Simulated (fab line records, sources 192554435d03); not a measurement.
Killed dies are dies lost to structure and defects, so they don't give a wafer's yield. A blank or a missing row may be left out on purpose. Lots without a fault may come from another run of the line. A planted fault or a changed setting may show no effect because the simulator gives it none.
fab line records | flow n5_finfet
record lots=7 wafers=21
route steps=1938 shown HKMG_FIN@429 MOL_CONTACT_COAG@523 BEOL_M0_SAQP@637
start_h: hours from the record's first day to the start of the lot's first wafer shown | wait_h: hours since the lot's step before | " the same as in the row above | L1.1+2: a row that stands for several wafers | - no value, or no start given | * or withheld: withheld | < > ~ a bound
route shown NAME@n: a module of which the file shows steps, and the number in the route of the first | usual: mean/standard deviation of fault-free wafers | same: alike in all rows | chamber/n: place in a boat | sites: the reading at each site | _std_site: their standard deviation | _edge_site: outer sites' mean less inner sites' | radius_mm: how far each site lies from the wafer's centre | mask NAME#n: copy n | behind: the tool/chamber that last shaped the wafer | hold: why the lot was held/for how many hours/how that ended | device: the transistor (n, p or np) that didn't switch | end of line: the same wafers' tests at the end of the route | a step without rows: its recipe alone | killed: dies lost to structure and defects at the first sort, not the wafer's yield | map: a wafer's dies, x killed, . not, _ none there
set.NAME: the setting as run; set.NAME@STEP: as run at that earlier step | model.NAME: the simulator's own value behind a step, which no gauge read
lots whose settings were changed on purpose; a table a step, a row a wafer
## steps
# step N5_HKMG_FIN_DEVELOP_11
# recipe develop_time_s=30 developer=TMAH resist=CAR-ArF dev_temp_c=23 rinse_liquid=diw dry=air_spin
# columns lot.wafer tool chamber start_h wait_h set.develop_time_s
L076.1+2+6 litho_track-01 0 - - 30
L078.1 litho_track-05 0 - - 30
L078.4+5 " 0 " " 32
L081.3 litho_track-03 0 - - 30
L081.4+6 " 0 " " 32.77
L084.1+6 litho_track-03 0 - - 36.21
L084.4 " 0 " " 30
L085.2+5+6 litho_track-01 0 - - 24.01
L088.1+6 litho_track-05 0 - - 35.73
L088.5 " 0 " " 30
L090.1+2 litho_track-03 0 - - 30
L090.5 " 0 " " 32.31
# step N5_HKMG_FIN_CD_MEAS_12
# recipe target_cd_nm=92.8 landing_energy_ev=500 detector=se_inlens
# usual cd_nm=92.6/0.66
# columns lot.wafer tool chamber start_h wait_h set.dose_mj@HKMG_FIN_EXPOSE_09 cd_nm
L076.1 cd_sem-02 0 87.06 - 39.25 91.7
L076.2 " 0 " " 39.25 90.9
L076.6 " 0 " " 39.25 93.0
L078.1 cd_sem-02 0 103.19 - 39.25 92.1
L078.4 " 0 " " 39.25 92.9
L078.5 " 0 " " 40.25 93.3
L081.3 cd_sem-03 0 120.83 - 39.25 92.6
L081.4 " 0 " " 41.68 97.0
L081.6 " 0 " " 41.68 97.1
L084.1 cd_sem-02 0 138.47 - 39.25 93.3
L084.4 " 0 " " 39.25 92.8
L084.6 " 0 " " 39.25 93.5
L085.2 cd_sem-03 0 145.15 - 41.07 95.1
L085.5 " 0 " " 39.25 92.1
L085.6 " 0 " " 39.25 91.8
L088.1 cd_sem-02 0 160.78 - 39.25 93.1
L088.5 " 0 " " 39.25 92.4
L088.6 " 0 " " 39.25 92.5
L090.1 cd_sem-03 0 169.67 - 39.25 92.9
L090.2 " 0 " " 39.25 92.4
L090.5 " 0 " " 37.08 88.6
# step N5_MOL_CONTACT_COAG_EXPOSE_05
# recipe mask_id=CA na=0.33 source_shape=annular sigma_inner=0.4 sigma_outer=0.8 polarization=unpolarized defocus_nm=0 dose_mj=38.25
# columns lot.wafer tool chamber start_h wait_h mask set.dose_mj
L076.1+2+6 euv_scanner-02 0 100.25 - CA#0 38.25
L078.1+4 euv_scanner-01 0 115.75 - CA#0 40.46
L078.5 " 0 " " CA#0 38.25
L081.3+4 euv_scanner-02 0 132.71 - CA#0 38.25
L081.6 " 0 " " CA#0 40.85
L084.1+4 euv_scanner-01 0 151.15 - CA#0 40.03
L084.6 " 0 " " CA#0 38.25
L085.2+5 euv_scanner-02 0 157.29 - CA#0 37.36
L085.6 " 0 " " CA#0 38.25
L088.1+5+6 euv_scanner-01 0 173.77 - CA#0 38.25
L090.1+5 euv_scanner-02 0 182.86 - CA#0 38.25
L090.2 " 0 " " CA#0 39.06
# step N5_MOL_CONTACT_COAG_PEB_06
# recipe peb_temp_c=100 peb_time_s=60 resist=CAR-EUV
# step N5_MOL_CONTACT_COAG_DEVELOP_07
# recipe develop_time_s=30 developer=TMAH resist=CAR-EUV rinse_liquid=surfactant_rinse dry=air_spin dev_temp_c=23
# step N5_MOL_CONTACT_COAG_CD_MEAS_08
# recipe target_cd_nm=28 landing_energy_ev=500 detector=se_inlens polarity=opening
# usual cd_nm=28.05/0.23
# columns lot.wafer tool chamber start_h wait_h set.dose_mj@MOL_CONTACT_COAG_EXPOSE_05 cd_nm
L076.1 cd_sem-02 0 100.38 - 38.25 28.29
L076.2 " 0 " " 38.25 28.09
L076.6 " 0 " " 38.25 27.72
L078.1 cd_sem-03 0 115.88 - 40.46 29.24
L078.4 " 0 " " 40.46 28.86
L078.5 " 0 " " 38.25 28.16
L081.3 cd_sem-01 0 132.83 - 38.25 27.51
L081.4 " 0 " " 38.25 27.80
L081.6 " 0 " " 40.85 29.62
L084.1 cd_sem-03 0 151.28 - 40.03 28.85
L084.4 " 0 " " 40.03 28.85
L084.6 " 0 " " 38.25 28.18
L085.2 cd_sem-01 0 157.42 - 37.36 27.67
L085.5 " 0 " " 37.36 27.34
L085.6 " 0 " " 38.25 27.86
L088.1 cd_sem-01 0 173.90 - 38.25 28.12
L088.5 " 0 " " 38.25 28.17
L088.6 " 0 " " 38.25 27.77
L090.1 cd_sem-02 0 182.99 - 38.25 28.17
L090.2 " 0 " " 39.06 28.81
L090.5 " 0 " " 38.25 27.91
# step N5_MOL_CONTACT_COAG_DESCUM_13
# recipe chemistry=O2 time_s=7 source_power_w=50 bias_power_w=20 pressure_mtorr=20 rf_frequency_hz=2.712e+07 temp_c=40 resist=CAR-EUV o2_flow_sccm=225
# step N5_MOL_CONTACT_COAG_ETCH_59
# recipe chemistry=N2/H2 target=underlayer target_depth_a=130 mask_material=CAR-EUV time_s=10.4 ion_energy_ev=200 pressure_mtorr=30 source_w=840 bias_w=150 n2_flow_sccm=200 h2_flow_sccm=200 ends=cleared
# columns lot.wafer tool chamber start_h wait_h set.dose_mj@MOL_CONTACT_COAG_EXPOSE_05 model.MOL_CONTACT_COAG.cd_offset_nm
L076.1 rie_diel-01 0 100.88 0.1 38.25 0.4
L076.2 " 0 " " 38.25 0
L076.6 " 0 " " 38.25 0.2
L078.1+4 rie_diel-05 0,1 116.04 0.0 40.46 1.4
L078.5 " 2 " " 38.25 0.2
L081.3 rie_diel-05 3 132.98 0.0 38.25 -0.2
L081.4 " 2 " " 38.25 0
L081.6 " 1 " " 40.85 1.2
L084.1 rie_diel-01 1 151.48 0.0 40.03 0.4
L084.4 " 1 " " 40.03 0.8
L084.6 " 2 " " 38.25 0.2
L085.2 rie_diel-05 3 157.61 0.0 37.36 -0.2
L085.5 " 3 " " 37.36 -0.4
L085.6 " 2 " " 38.25 0
L088.1 rie_diel-01 0 174.06 0.0 38.25 0.4
L088.5 " 1 " " 38.25 0
L088.6 " 0 " " 38.25 0.2
L090.1+5 rie_diel-01 1,3 183.14 0.0 38.25 0.2
L090.2 " 3 " " 39.06 0.8
# step N5_MOL_CONTACT_COAG_ETCH_105
# recipe chemistry=CF4 target=SiARC target_depth_a=156 mask_material=CAR-EUV time_s=26 ion_energy_ev=80 pressure_mtorr=40 source_w=545 bias_w=36 Ar_flow_sccm=100 cf4_flow_sccm=100 ends=cleared
# usual rf_vpp_V=184.3/0.92
# columns lot.wafer tool chamber start_h wait_h set.bias_w set.dose_mj@MOL_CONTACT_COAG_EXPOSE_05 rf_vpp_V model.MOL_CONTACT_COAG.cd_offset_nm
L076.1 rie_diel-01 0 100.93 0.0 36 38.25 184.0 0.2
L076.2 " 0 " " 36 38.25 185.3 -0.2
L076.6 " 0 " " 36 38.25 184.2 -0.2
L078.1 rie_diel-05 0 116.06 0.0 36 40.46 185.2 1.2
L078.4 " 1 " " 39.02 40.46 194.0 1.4
L078.5 " 2 " " 36 38.25 182.9 0
L081.3 rie_diel-05 3 133.00 0.0 36 38.25 183.8 -0.2
L081.4 " 2 " " 36 38.25 184.6 -0.2
L081.6 " 1 " " 36 40.85 183.1 1.4
L084.1 rie_diel-01 1 151.50 0.0 31.61 40.03 170.3 0.6
L084.4 " 1 " " 36 40.03 184.7 0.8
L084.6 " 2 " " 36 38.25 183.6 0.2
L085.2 rie_diel-05 3 157.63 0.0 36 37.36 183.6 -0.2
L085.5 " 3 " " 36 37.36 184.3 -0.4
L085.6 " 2 " " 36 38.25 186.2 0
L088.1 rie_diel-01 0 174.08 0.0 36 38.25 185.5 0.2
L088.5 " 1 " " 36 38.25 184.9 0
L088.6 " 0 " " 36 38.25 184.4 0
L090.1 rie_diel-01 1 183.16 0.0 36 38.25 183.6 0.2
L090.2 " 3 " " 39.24 39.06 194.4 0.8
L090.5 " 3 " " 39.24 38.25 196.3 0
# step N5_MOL_CONTACT_COAG_ETCH_106
# recipe chemistry=N2/H2 target=SOC target_depth_a=800 overetch_a=160 mask_material=SiARC temp_c=40 time_s=120 ion_energy_ev=200 pressure_mtorr=30 source_w=840 bias_w=150 n2_flow_sccm=200 h2_flow_sccm=200
# step N5_MOL_CONTACT_COAG_STRIP_107
# recipe chemistry=N2/H2 temp_c=40 n2_flow_sccm=200 h2_flow_sccm=200 rf_frequency_hz=6e+07
# step N5_MOL_CONTACT_COAG_STRIP_108
# recipe chemistry=N2/H2 temp_c=40 n2_flow_sccm=200 h2_flow_sccm=200 rf_frequency_hz=6e+07
# step N5_MOL_CONTACT_COAG_CONTACT_ETCH_14
# recipe chemistry=C4F6/O2 target=SiO2 target_depth_a=275 overetch_a=85 mask_material=SOC pressure_mtorr=30 source_w=370 bias_w=185 Ar_flow_sccm=300 C4F6_flow_sccm=16 O2_flow_sccm=10 time_s=20 ion_energy_ev=259.6
# columns lot.wafer tool chamber start_h wait_h set.dose_mj@MOL_CONTACT_COAG_EXPOSE_05 model.MOL_CONTACT_COAG.cd_offset_nm
L076.1 rie_diel-01 0 101.32 0.0 38.25 0
L076.2 " 0 " " 38.25 -0.4
L076.6 " 0 " " 38.25 -0.2
L078.1+4 rie_diel-05 0,1 116.19 0.0 40.46 1.4
L078.5 " 2 " " 38.25 0
L081.3 rie_diel-05 3 133.13 0.0 38.25 0.2
L081.4 " 2 " " 38.25 -0.2
L081.6 " 1 " " 40.85 1.4
L084.1 rie_diel-01 1 151.63 0.0 40.03 0.4
L084.4 " 1 " " 40.03 0.6
L084.6 " 2 " " 38.25 0.2
L085.2 rie_diel-05 3 157.76 0.0 37.36 0.2
L085.5 " 3 " " 37.36 0
L085.6 " 2 " " 38.25 0.2
L088.1 rie_diel-01 0 174.21 0.0 38.25 0.2
L088.5+6 " 1,0 " " 38.25 0
L090.1+5 rie_diel-01 1,3 183.29 0.0 38.25 0
L090.2 " 3 " " 39.06 0.8
# step N5_MOL_CONTACT_COAG_STRIP_109
# recipe chemistry=C4F6/O2 resist=SiARC rf_frequency_hz=6e+07
# step N5_MOL_CONTACT_COAG_ETCH_15
# recipe chemistry=CH3F/O2 target=SiNx target_depth_a=70 mask_material=SOC stop_on=Si:P over_etch_frac=0.75 ion_energy_ev=120 pressure_mtorr=30 source_w=395 bias_w=73 Ar_flow_sccm=150 CH3F_flow_sccm=30 O2_flow_sccm=20
# columns lot.wafer tool chamber start_h wait_h set.dose_mj@MOL_CONTACT_COAG_EXPOSE_05 model.MOL_CONTACT_COAG.cd_offset_nm
L076.1 rie_diel-01 0 101.43 0.0 38.25 0
L076.2 " 0 " " 38.25 -0.4
L076.6 " 0 " " 38.25 -0.2
L078.1+4 rie_diel-05 0,1 116.23 0.0 40.46 1.4
L078.5 " 2 " " 38.25 -0.2
L081.3 rie_diel-05 3 133.17 0.0 38.25 0.2
L081.4 " 2 " " 38.25 -0.2
L081.6 " 1 " " 40.85 1.4
L084.1 rie_diel-01 1 151.66 0.0 40.03 0.4
L084.4 " 1 " " 40.03 0.6
L084.6 " 2 " " 38.25 0.2
L085.2 rie_diel-05 3 157.80 0.0 37.36 0.2
L085.5 " 3 " " 37.36 0
L085.6 " 2 " " 38.25 0
L088.1 rie_diel-01 0 174.24 0.0 38.25 0.2
L088.5+6 " 1,0 " " 38.25 0
L090.1+5 rie_diel-01 1,3 183.33 0.0 38.25 0
L090.2 " 3 " " 39.06 0.8
# step N5_MOL_CONTACT_COAG_ETCHBACK_135
# recipe chemistry=CHF3 target=SiO2 target_depth_a=250 time_s=16.7 ion_energy_ev=200 pressure_mtorr=30 source_w=610 bias_w=170 Ar_flow_sccm=200 CHF3_flow_sccm=50
# columns lot.wafer tool chamber start_h wait_h set.time_s model.SOC_of_MOL_CONTACT_COAG_COAT_75.thk_nm
L076.1 rie_diel-01 0 114.57 0.0 16.7 57.4
L076.2+6 " 1,0 " " 16.7 57.6
L078.1+4+5 rie_diel-02 1,3,2 125.15 0.0 16.7 57.2
L081.3+4 rie_diel-05 1,0 143.57 0.0 16.7 57.6
L081.6 " 3 " " 16.7 57.4
L084.1+6 rie_diel-02 3,2 161.83 0.0 16.7 57.2
L084.4 " 1 " " 16.7 57.4
L085.2 rie_diel-02 0 167.92 0.0 19.93 56.6
L085.5+6 " 2,3 " " 16.7 57.2
L088.1 rie_diel-01 0 187.53 0.0 16.7 57
L088.5 " 1 " " 19.67 56.6
L088.6 " 2 " " 19.67 56.4
L090.1+5 rie_diel-01 0,1 194.43 0.0 14.89 57.8
L090.2 " 1 " " 16.7 57.4
# step N5_MOL_CONTACT_COAG_VIA_ETCH_46
# recipe chemistry=C4F6/O2 target_depth_a=460 overetch_a=92 mask_material=SOC target=SiO2 bias_w=455 pressure_mtorr=10 time_s=40 source_w=325 Ar_flow_sccm=300 C4F6_flow_sccm=10 O2_flow_sccm=10 ion_energy_ev=575.3 ends=end_point
# usual rf_vpp_V=1591/22
# columns lot.wafer tool chamber start_h wait_h set.bias_w rf_vpp_V
L076.1 rie_diel-01 0 114.60 0.0 455 1622
L076.2 " 1 " " 455 1569
L076.6 " 0 " " 455 1622
L078.1 rie_diel-02 1 125.18 0.0 501.5 1678
L078.4 " 3 " " 455 1556
L078.5 " 2 " " 501.5 1706
L081.3 rie_diel-05 1 143.60 0.0 455 1615
L081.4 " 0 " " 455 1617
L081.6 " 3 " " 455 1591
L084.1 rie_diel-02 3 161.87 0.0 455 1554
L084.4 " 1 " " 387.1 1384
L084.6 " 2 " " 455 1588
L085.2 rie_diel-02 0 167.95 0.0 455 1607
L085.5 " 2 " " 455 1587
L085.6 " 3 " " 455 1555
L088.1 rie_diel-01 0 187.56 0.0 455 1621
L088.5 " 1 " " 455 1569
L088.6 " 2 " " 455 1591
L090.1 rie_diel-01 0 194.46 0.0 455 1622
L090.2 " 1 " " 398.9 1423
L090.5 " 1 " " 398.9 1422
# step N5_BEOL_M0_SAQP_PECVD_97
# recipe material=SiNx target_thk_a=230 temp_c=350 precursor=SiH4/NH3/N2 pressure_torr=1.5 rf_w=300 time_s=19.9
# columns lot.wafer tool chamber start_h wait_h set.time_s model.SiNx_of_BEOL_M0_SAQP_PECVD_97.thk_nm
L076.1+2+6 pecvd-04 0,2,2 123.81 0.0 19.9 23
L078.1 pecvd-03 2 133.97 0.0 18.99 21.6
L078.4 " 0 " " 19.9 23.2
L078.5 " 1 " " 18.99 22.2
L081.3 pecvd-04 0 152.75 0.0 19.9 23.2
L081.4+6 " 1,2 " " 18.26 21.2
L084.1 pecvd-04 2 169.06 0.0 19.9 22.8
L084.4+6 " 2,0 " " 19.9 23.2
L085.2 pecvd-03 2 174.67 0.0 19.9 22.6
L085.5 " 0 " " 19.9 23.2
L085.6 " 1 " " 20.71 24.2
L088.1 pecvd-03 1 194.68 0.0 19.9 23
L088.5 " 2 " " 17.67 20.8
L088.6 " 0 " " 17.67 21.4
L090.1+2 pecvd-02 1,0 201.08 0.0 19.9 22.6
L090.5 " 0 " " 21.28 24.4
# step N5_BEOL_M0_SAQP_COAT_81
# recipe resist=SOC temp_c=250 time_s=60 spin_rpm=1500 resist_thk_nm=100
# columns lot.wafer tool chamber start_h wait_h set.temp_c
L076.1+2+6 litho_track-01 0 124.06 0.1 250
L078.1+4+5 litho_track-01 0 134.22 0.1 250
L081.3+6 litho_track-01 0 153.01 0.1 250
L081.4 " 0 " " 241.7
L084.1+6 litho_track-04 0 169.31 0.1 240.5
L084.4 " 0 " " 250
L085.2+6 litho_track-01 0 175.39 0.1 241.1
L085.5 " 0 " " 250
L088.1+5 litho_track-04 0 194.93 0.1 239.9
L088.6 " 0 " " 250
L090.1+2 litho_track-05 0 201.33 0.1 258.8
L090.5 " 0 " " 250
# step N5_BEOL_M0_SAQP_COAT_82
# recipe resist=SiARC temp_c=220 time_s=60 spin_rpm=1500 resist_thk_nm=30
# step N5_BEOL_M0_SAQP_COAT_08
# recipe resist=CAR-ArF spin_rpm=1500 resist_thk_nm=90
# step N5_BEOL_M0_SAQP_HM_OPEN_112
# recipe chemistry=CHF3/O2 target=SiO2 stop_on=a-Si target_depth_a=120 over_etch_frac=1.25 mask_material=SOC time_s=13.5 pressure_mtorr=30 source_w=650 bias_w=170 Ar_flow_sccm=200 CHF3_flow_sccm=50 O2_flow_sccm=5 ion_energy_ev=200 ends=end_point
# step N5_BEOL_M0_SAQP_STRIP_113
# recipe chemistry=CHF3/O2 resist=SiARC rf_frequency_hz=6e+07
# step N5_BEOL_M0_SAQP_MANDREL_ETCH_20
# recipe target_depth_a=600 chemistry=HBr/Cl2 target=a-Si stop_on=SiNx bt_time_s=10 mask_material=SOC over_etch_frac=0.5 time_s=30 pressure_mtorr=10 icp_w=800 bias_w=75 HBr_flow_sccm=150 Cl2_flow_sccm=80 ends=end_point
# columns lot.wafer tool chamber start_h wait_h set.time_s@BEOL_M0_SAQP_PECVD_97 model.SiNx_of_BEOL_M0_SAQP_PECVD_97.thk_nm
L076.1 rie_si-02 1 124.67 0.0 19.9 18.4
L076.2 " 3 " " 19.9 18
L076.6 " 2 " " 19.9 18.2
L078.1 rie_si-03 0 134.95 0.0 18.99 16.6
L078.4 " 1 " " 19.9 18.4
L078.5 " 1 " " 18.99 17.4
L081.3 rie_si-02 0 153.62 0.0 19.9 18.6
L081.4 " 2 " " 18.26 16.4
L081.6 " 3 " " 18.26 16.2
L084.1 rie_si-03 0 169.96 0.0 19.9 18
L084.4+6 " 1 " " 19.9 18.4
L085.2 rie_si-03 2 176.12 0.0 19.9 17.8
L085.5 " 0 " " 19.9 18.4
L085.6 " 3 " " 20.71 19.6
L088.1 rie_si-03 2 195.54 0.0 19.9 18.2
L088.5 " 1 " " 17.67 16
L088.6 " 0 " " 17.67 16.6
L090.1 rie_si-03 3 202.06 0.0 19.9 18
L090.2 " 0 " " 19.9 17.8
L090.5 " 3 " " 21.28 19.8
# step N5_BEOL_M0_SAQP_STRIP_86
# recipe chemistry=N2/H2 power_w=500 temp_c=40 pressure_mtorr=50 rf_frequency_hz=6e+07 overash_fraction=0.3 bias_power_w=28 h2_frac=0.5 n2_flow_sccm=300 h2_flow_sccm=300
# step N5_BEOL_M0_SAQP_STRIP_115
# recipe chemistry=post_etch_residue_remover time_s=60 temp_c=25 remover_ph=withheld remover_water_wt_pct=withheld remover_fluoride_wt_pct=withheld
# columns lot.wafer tool chamber start_h wait_h set.time_s@BEOL_M0_SAQP_PECVD_97 model.SiNx_of_BEOL_M0_SAQP_PECVD_97.thk_nm
L076.1 wet_bench-05 3 124.86 - 19.9 18
L076.2 " 7 " " 19.9 17.6
L076.6 " 2 " " 19.9 17.8
L078.1 wet_bench-02 2 135.12 - 18.99 16.4
L078.4 " 3 " " 19.9 18
L078.5 " 6 " " 18.99 17
L081.3 wet_bench-06 4 153.78 - 19.9 18.2
L081.4 " 6 " " 18.26 16
L081.6 " 5 " " 18.26 15.8
L084.1 wet_bench-06 0 170.15 - 19.9 17.6
L084.4+6 " 5,6 " " 19.9 18
L085.2 wet_bench-02 4 176.29 - 19.9 17.4
L085.5 " 5 " " 19.9 18
L085.6 " 0 " " 20.71 19.2
L088.1 wet_bench-02 3 195.71 - 19.9 17.8
L088.5 " 6 " " 17.67 15.6
L088.6 " 2 " " 17.67 16.2
L090.1 wet_bench-06 0 202.23 - 19.9 17.6
L090.2 " 2 " " 19.9 17.4
L090.5 " 4 " " 21.28 19.4
# step N5_BEOL_M0_SAQP_SPACER2_ALD_26
# recipe material=SiO2 target_thk_a=150 temp_c=300 ald_precursor_family=BDEAS ald_co_reactant=O2-plasma pulse_time_s=1 purge_time_s=2 co_reactant_purge_time_s=2 pressure_torr=2
# columns lot.wafer tool chamber start_h wait_h set.target_thk_a model.SiO2_of_BEOL_M0_SAQP_SPACER2_ALD_26.thk_nm
L076.1+2 ald_sin-01 3,0 127.03 0.1 150 15
L076.6 " 2 " " 150 15.2
L078.1 ald_sin-03 0 137.35 0.1 144.3 14.4
L078.4+5 " 1 " " 150 15
L081.3 ald_sin-01 2 156.65 0.1 163.6 16.4
L081.4 " 3 " " 163.6 16.2
L081.6 " 1 " " 150 15
L084.1+4 ald_sin-01 2,0 172.64 0.1 132.2 13.2
L084.6 " 1 " " 150 15
L085.2+5+6 ald_sin-03 0,1,2 179.04 0.1 150 15
L088.1 ald_sin-03 2 197.84 0.1 165.2 16.6
L088.5+6 " 3,2 " " 150 15
L090.1 ald_sin-01 2 205.41 0.1 150 15.2
L090.2 " 1 " " 139.8 14
L090.5 " 3 " " 150 15
## key
split step=N5_HKMG_FIN_DEVELOP_11 setting=develop_time_s stated=30 by=wafer
response none clear
split step=N5_MOL_CONTACT_COAG_EXPOSE_05 setting=dose_mj stated=38.25 by=wafer
response step=N5_MOL_CONTACT_COAG_CD_MEAS_08 reading=cd_nm change=+0.217 per=1% r=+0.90
response step=N5_MOL_CONTACT_COAG_ETCH_59 reading=model.MOL_CONTACT_COAG.cd_offset_nm change=+0.176 per=1% r=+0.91
response step=N5_MOL_CONTACT_COAG_ETCH_105 reading=model.MOL_CONTACT_COAG.cd_offset_nm change=+0.206 per=1% r=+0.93
response step=N5_MOL_CONTACT_COAG_CONTACT_ETCH_14 reading=model.MOL_CONTACT_COAG.cd_offset_nm change=+0.188 per=1% r=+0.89
response step=N5_MOL_CONTACT_COAG_ETCH_15 reading=model.MOL_CONTACT_COAG.cd_offset_nm change=+0.195 per=1% r=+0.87
split step=N5_MOL_CONTACT_COAG_ETCH_105 setting=bias_w stated=36 by=wafer
response step=N5_MOL_CONTACT_COAG_ETCH_105 reading=rf_vpp_V change=+1.19 per=1% r=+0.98
split step=N5_MOL_CONTACT_COAG_ETCHBACK_135 setting=time_s stated=16.7 by=wafer
response step=N5_MOL_CONTACT_COAG_ETCHBACK_135 reading=model.SOC_of_MOL_CONTACT_COAG_COAT_75.thk_nm change=-0.0307 per=1% r=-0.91
split step=N5_MOL_CONTACT_COAG_VIA_ETCH_46 setting=bias_w stated=455 by=wafer
response step=N5_MOL_CONTACT_COAG_VIA_ETCH_46 reading=rf_vpp_V change=+13.9 per=1% r=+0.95
split step=N5_BEOL_M0_SAQP_PECVD_97 setting=time_s stated=19.9 by=wafer
response step=N5_BEOL_M0_SAQP_PECVD_97 reading=model.SiNx_of_BEOL_M0_SAQP_PECVD_97.thk_nm change=+0.22 per=1% r=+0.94
response step=N5_BEOL_M0_SAQP_MANDREL_ETCH_20 reading=model.SiNx_of_BEOL_M0_SAQP_PECVD_97.thk_nm change=+0.236 per=1% r=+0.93
response step=N5_BEOL_M0_SAQP_STRIP_115 reading=model.SiNx_of_BEOL_M0_SAQP_PECVD_97.thk_nm change=+0.235 per=1% r=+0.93
split step=N5_BEOL_M0_SAQP_COAT_81 setting=temp_c stated=250 by=wafer
response none clear
split step=N5_BEOL_M0_SAQP_SPACER2_ALD_26 setting=target_thk_a stated=150 by=wafer
response step=N5_BEOL_M0_SAQP_SPACER2_ALD_26 reading=model.SiO2_of_BEOL_M0_SAQP_SPACER2_ALD_26.thk_nm change=+0.153 per=1% r=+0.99
split outside_this_file step=N5_HKMG_FIN_EXPOSE_09 setting=dose_mj
# split outside_this_file: this setting was split too, and the file shows its column; the key of that split is in another file
